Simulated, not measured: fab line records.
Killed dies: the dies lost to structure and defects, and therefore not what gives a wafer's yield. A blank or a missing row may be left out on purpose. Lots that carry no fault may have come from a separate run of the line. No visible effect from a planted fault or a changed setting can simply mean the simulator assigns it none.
fab line records ; flow n5Finfet ; part 2 of 2: steps 5 to 6 of 6
record lots=21; wafers=63; lastDay=17
route steps=1938 shown MOL_CONTACT_COAG@609 BEOL_M0_SAQP@635
lots untouched by any fault: they come from a run of this same line in which no faults occurred
startH: start of the lot's first displayed wafer, in hours after the record's first day ; waitH: hours since the lot's step before ; " unchanged from the row above ; L1.1+2: several wafers, shown together as one row ; - no value, or no start was given ; * or withheld: withheld ; < > ~ a bound
route shown NAME@n: a module of which the file shows steps, and the number in the route of the first ; usual: mean/standard deviation of fault-free wafers ; same: alike in all rows ; chamber/n: place in a boat ; sites: per-site readings ; _std_site: standard deviation of those values ; _edge_site: outer sites' mean less inner sites' ; radiusMm: for every site, how far away it sits from the centre of the wafer ; mask NAME#n: copy n ; behind: the most recent tool/chamber to have shaped the wafer ; hold: cause of the lot's hold/its duration in hours/its outcome ; device: the n, p or np transistor that did not switch ; end of line: at the end of the route, the tests of the same wafers ; step lacking rows: just its recipe ; killed: the dies lost at the first sort to structure and to defects; this is not the yield of the wafer ; map: dies across one wafer; x = killed, . = not, _ = none there
set.NAME: the setting the step ran with; set.NAME@STEP: the setting that earlier step ran with ; model.NAME: the simulator's own value behind a step, which no gauge read
a sample of lots followed through the steps of the route, with each step as a table and each wafer as a row
services: the hour from which a tool's chamber was out of use, counted from the record's first day as startH (under 0 if before that day), plus the number of hours and why
## steps
# step N5_BEOL_M0_SAQP_MANDREL2_REMOVE_110
# recipe chemistry=HBr/Cl2/O2; btTimeS=10; target=a-Si; stopOn=SiCN; endpoint=OES-SiCl; overEtchFrac=1; icpW=600; biasW=30; HBr_flow_sccm=150; Cl2_flow_sccm=80; O2_flow_sccm=5; pressureMtorr=10
# usual drypumpMotorCurrentA=5.84/0.26; oesProductAu=0.994/0.014; throttleValvePct=36.9/0.35
lot.wafer;tool;chamber;startH;waitH;drypumpMotorCurrentA;oesProductAu;rfHoursCounterH;throttleValvePct
L074.1;rieSi-02;2;113.38;0.1;5.86;0.973;42;37.0
L074.3;rieSi-02;0;113.38;0.1;5.24;0.967;68;36.9
L074.6;rieSi-02;2;113.38;0.1;5.87;0.986;-;37.0
L075.1;rieSi-02;1;122.50;0.1;5.81;1.004;186;36.6
L075.3;rieSi-02;2;122.50;0.1;5.85;0.985;42;37.0
L075.6;rieSi-02;2;122.50;0.1;5.86;0.988;-;37.0
L076.1;rieSi-01;2;123.68;0.1;5.33;0.994;177;36.5
L076.4;rieSi-01;0;123.68;0.1;5.77;0.997;177;37.4
L076.6;rieSi-01;3;123.68;0.1;5.97;0.991;-;36.9
L077.2;rieSi-06;2;148.28;0.1;6.02;0.999;8;36.7
L077.3;rieSi-06;1;148.28;0.1;5.80;0.993;163;37.1
L077.5;rieSi-06;0;148.28;0.1;5.94;1.024;-;37.5
L079.2;rieSi-02;2;149.38;0.1;5.86;0.985;43;37.0
L079.4;rieSi-02;3;149.38;0.1;5.83;0.970;25;36.4
L079.6;rieSi-02;0;149.38;0.1;5.25;0.983;-;36.8
L080.1;rieSi-06;0;151.66;0.1;5.93;1.032;9;37.5
L080.4;rieSi-06;1;151.66;0.1;5.83;0.989;163;37.1
L080.5;rieSi-06;3;151.66;0.1;6.19;0.992;-;36.5
L081.3;rieSi-01;2;157.76;0.1;5.29;0.996;177;36.5
L081.5;rieSi-01;2;157.76;0.1;5.29;0.998;-;36.5
L081.6;rieSi-01;3;157.76;0.1;5.98;1.007;-;36.9
L082.1;rieSi-02;2;158.47;0.1;5.84;0.983;43;37.0
L082.2;rieSi-02;0;158.47;0.1;5.24;0.986;69;36.9
L082.5;rieSi-02;1;158.47;0.1;5.78;1.002;-;36.6
L083.2;rieSi-01;0;166.30;0.1;5.77;0.992;178;37.4
L083.3;rieSi-01;3;166.30;0.1;5.96;0.995;113;36.9
L083.4;rieSi-01;2;166.30;0.1;5.31;1.001;178;36.5
L085.1;rieSi-01;2;180.71;0.1;5.30;0.995;178;36.5
L085.2;rieSi-01;3;180.71;0.1;5.87;0.994;113;36.9
L085.3;rieSi-01;0;180.71;0.1;5.75;1.009;178;37.4
L086.1;rieSi-02;2;184.83;0.1;5.83;0.973;43;37.0
L086.2;rieSi-02;3;184.83;0.1;5.86;0.981;25;36.4
L086.4;rieSi-02;0;184.83;0.1;5.24;0.983;70;36.9
L087.1;rieSi-06;1;194.70;0.1;5.85;0.983;164;37.1
L087.5;rieSi-06;2;194.70;0.1;6.05;0.996;-;36.6
L087.6;rieSi-06;1;194.70;0.1;5.84;0.980;-;37.1
L088.2;rieSi-01;0;196.88;0.1;5.77;1.013;178;37.4
L088.3;rieSi-01;3;196.88;0.1;5.90;0.999;114;36.9
L088.5;rieSi-01;1;196.88;0.1;6.00;0.996;-;36.8
L089.2;rieSi-06;1;202.24;0.1;5.80;0.986;164;37.1
L089.5;rieSi-06;3;202.24;0.1;6.19;0.995;-;36.5
L089.6;rieSi-06;0;202.24;0.1;5.92;1.027;-;37.5
L090.1;rieSi-06;3;207.55;0.1;6.21;0.986;104;36.5
L090.3;rieSi-06;2;207.55;0.1;6.04;1.001;9;36.7
L090.4;rieSi-06;1;207.55;0.1;5.82;0.996;164;37.1
L091.1;rieSi-06;0;211.61;0.1;5.91;1.017;10;37.5
L091.2;rieSi-06;1;211.61;0.1;5.80;0.987;164;37.1
L091.6;rieSi-06;1;211.61;0.1;5.78;0.987;-;37.1
L092.1;rieSi-01;1;221.01;0.1;5.98;0.987;21;36.8
L092.2;rieSi-01;3;221.01;0.1;5.96;0.977;114;36.9
L092.4;rieSi-01;2;221.01;0.1;5.32;0.993;178;36.5
L093.2;rieSi-02;0;227.01;0.1;5.24;0.978;71;36.9
L093.5;rieSi-02;0;227.01;0.1;5.23;0.980;-;36.9
L093.6;rieSi-02;3;227.01;0.1;5.80;0.971;-;36.4
L094.3;rieSi-06;3;235.96;0.1;6.17;0.977;104;36.5
L094.4;rieSi-06;2;235.96;0.1;6.06;0.995;10;36.7
L094.5;rieSi-06;0;235.96;0.1;5.93;1.021;-;37.5
L096.1;rieSi-06;1;243.81;0.1;5.85;0.982;165;37.1
L096.2;rieSi-06;2;243.81;0.1;6.06;0.998;10;36.7
L096.5;rieSi-06;0;243.81;0.1;5.94;1.020;-;37.5
L097.1;rieSi-06;1;248.11;0.1;5.82;0.987;165;37.1
L097.2;rieSi-06;3;248.11;0.1;6.22;0.979;104;36.5
L097.5;rieSi-06;1;248.11;0.1;5.82;0.981;-;37.1
# step N5_BEOL_M0_SAQP_ALD_48
# recipe material=SiO2; targetThkA=200; tempC=100; aldPrecursorFamily=BDEAS; aldCoReactant=O2-plasma; pulseTimeS=1; coReactantPulseTimeS=1; purgeTimeS=2; coReactantPurgeTimeS=2; aldCycles=139; pressureTorr=2
# usual heaterPowerW=75/9.3; precursorPulseHeightRel=0.996/0.02; susceptorTempC=100.00/0.13
lot.wafer;tool;chamber;startH;waitH;heaterPowerW;precursorPulseHeightRel;susceptorTempC
L074.1;aldSin-03;1;114.33;0.0;95;0.991;99.96
L074.3;aldSin-03;0;114.33;0.0;71;0.994;99.77
L074.6;aldSin-03;2;114.33;0.0;64;0.958;100.01
L075.1;aldSin-04;0;123.55;0.1;67;0.994;100.22
L075.3;aldSin-04;2;123.55;0.1;60;1.010;100.04
L075.6;aldSin-04;2;123.55;0.1;60;1.004;100.03
L076.1;aldSin-03;3;125.23;0.0;81;0.987;100.05
L076.4;aldSin-03;2;125.23;0.0;66;0.985;100.01
L076.6;aldSin-03;0;125.23;0.0;70;1.012;99.85
L077.2;aldSin-02;1;149.50;0.3;74;0.984;99.85
L077.3;aldSin-02;3;149.50;0.3;73;0.975;99.88
L077.5;aldSin-02;3;149.50;0.3;73;1.010;99.88
L079.2;aldSin-02;1;150.51;0.3;74;1.025;99.97
L079.4;aldSin-02;3;150.51;0.3;71;0.994;100.08
L079.6;aldSin-02;1;150.51;0.3;76;1.009;99.81
L080.1;aldSin-04;3;152.48;0.0;76;1.016;99.93
L080.4;aldSin-04;2;152.48;0.0;60;1.016;100.01
L080.5;aldSin-04;1;152.48;0.0;77;1.002;99.97
L081.3;aldSin-03;0;158.72;0.0;69;1.005;100.17
L081.5;aldSin-03;3;158.72;0.0;80;0.991;99.91
L081.6;aldSin-03;0;158.72;0.0;72;0.980;99.98
L082.1;aldSin-03;1;159.42;0.0;93;0.994;99.74
L082.2;aldSin-03;0;159.42;0.0;70;0.987;99.86
L082.5;aldSin-03;0;159.42;0.0;69;0.999;99.95
L083.2;aldSin-03;3;167.25;0.0;79;0.954;99.95
L083.3;aldSin-03;1;167.25;0.0;93;0.993;99.89
L083.4;aldSin-03;0;167.25;0.0;70;0.985;100.20
L085.1;aldSin-03;3;182.51;1.0;81;0.992;100.23
L085.2;aldSin-03;1;182.51;1.0;93;1.046;100.26
L085.3;aldSin-03;2;182.51;1.0;66;1.001;100.06
L086.1;aldSin-04;2;185.65;0.0;61;0.985;99.79
L086.2;aldSin-04;3;185.65;0.0;78;1.009;99.97
L086.4;aldSin-04;0;185.65;0.0;67;1.018;100.01
L087.1;aldSin-03;3;195.53;0.0;81;1.021;100.09
L087.5;aldSin-03;1;195.53;0.0;96;0.956;99.83
L087.6;aldSin-03;2;195.53;0.0;65;0.981;99.99
L088.2;aldSin-04;1;197.94;0.1;78;1.026;100.06
L088.3;aldSin-04;3;197.94;0.1;78;0.999;99.97
L088.5;aldSin-04;3;197.94;0.1;77;1.007;100.02
L089.2;aldSin-02;1;203.21;0.0;71;1.007;100.02
L089.5;aldSin-02;1;203.21;0.0;70;1.020;99.95
L089.6;aldSin-02;0;203.21;0.0;82;0.976;100.16
L090.1;aldSin-03;2;208.57;0.1;65;0.998;100.20
L090.3;aldSin-03;1;208.57;0.1;93;1.007;100.11
L090.4;aldSin-03;0;208.57;0.1;70;0.994;99.95
L091.1;aldSin-02;0;212.56;0.0;82;0.994;100.09
L091.2;aldSin-02;2;212.56;0.0;78;1.018;100.27
L091.6;aldSin-02;3;212.56;0.0;64;1.037;100.33
L092.1;aldSin-02;3;222.28;0.3;67;1.006;99.89
L092.2;aldSin-02;2;222.28;0.3;76;0.956;100.03
L092.4;aldSin-02;1;222.28;0.3;66;0.999;100.14
L093.2;aldSin-04;3;228.28;0.3;77;0.977;100.04
L093.5;aldSin-04;2;228.28;0.3;62;1.021;99.98
L093.6;aldSin-04;3;228.28;0.3;77;0.993;100.03
L094.3;aldSin-03;1;236.78;0.0;93;0.985;99.98
L094.4;aldSin-03;2;236.78;0.0;65;1.006;99.69
L094.5;aldSin-03;1;236.78;0.0;93;1.010;100.08
L096.1;aldSin-02;0;244.63;0.0;82;1.011;100.25
L096.2;aldSin-02;2;244.63;0.0;77;0.992;100.07
L096.5;aldSin-02;0;244.63;0.0;81;0.975;100.11
L097.1;aldSin-03;2;248.93;0.0;66;0.993;99.92
L097.2;aldSin-03;3;248.93;0.0;82;0.975;99.92
L097.5;aldSin-03;2;248.93;0.0;65;1.009;99.95
## services
tool;chamber;startH;hours;kind
rieDiel-02;-;84.23;0.9;repair
aldSin-03;-;85.25;14.0;pm
rieDiel-02;2;87.37;1.3;repair
rieDiel-02;1;89.59;5.3;repair
rieDiel-01;1;91.99;3.6;repair
rieDiel-06;3;94.68;12.9;repair
rieDiel-02;2;94.72;4.8;repair
pecvd-01;-;124.78;0.8;repair
rieDiel-05;3;128.67;-;clean
rieDiel-05;3;128.67;-;consumableReplace:focusRing
rieDiel-05;3;128.67;11.6;scheduledDown
aldSin-02;0;151.45;4.1;repair
pecvd-01;1;167.18;4.5;repair
rieDiel-05;2;169.34;16.3;repair
rieDiel-05;0;170.33;5.8;repair
aldSin-02;1;171.39;20.0;repair
aldSin-02;-;177.03;14.0;pm
rieDiel-01;1;187.31;5.4;repair
rieSi-02;2;194.42;2.8;repair
aldSin-03;-;217.38;14.6;pm
pecvd-01;-;219.34;6.0;pm
rieDiel-03;0;223.19;7.0;repair
rieDiel-02;0;227.10;2.8;repair
pecvd-01;2;234.42;2.5;repair
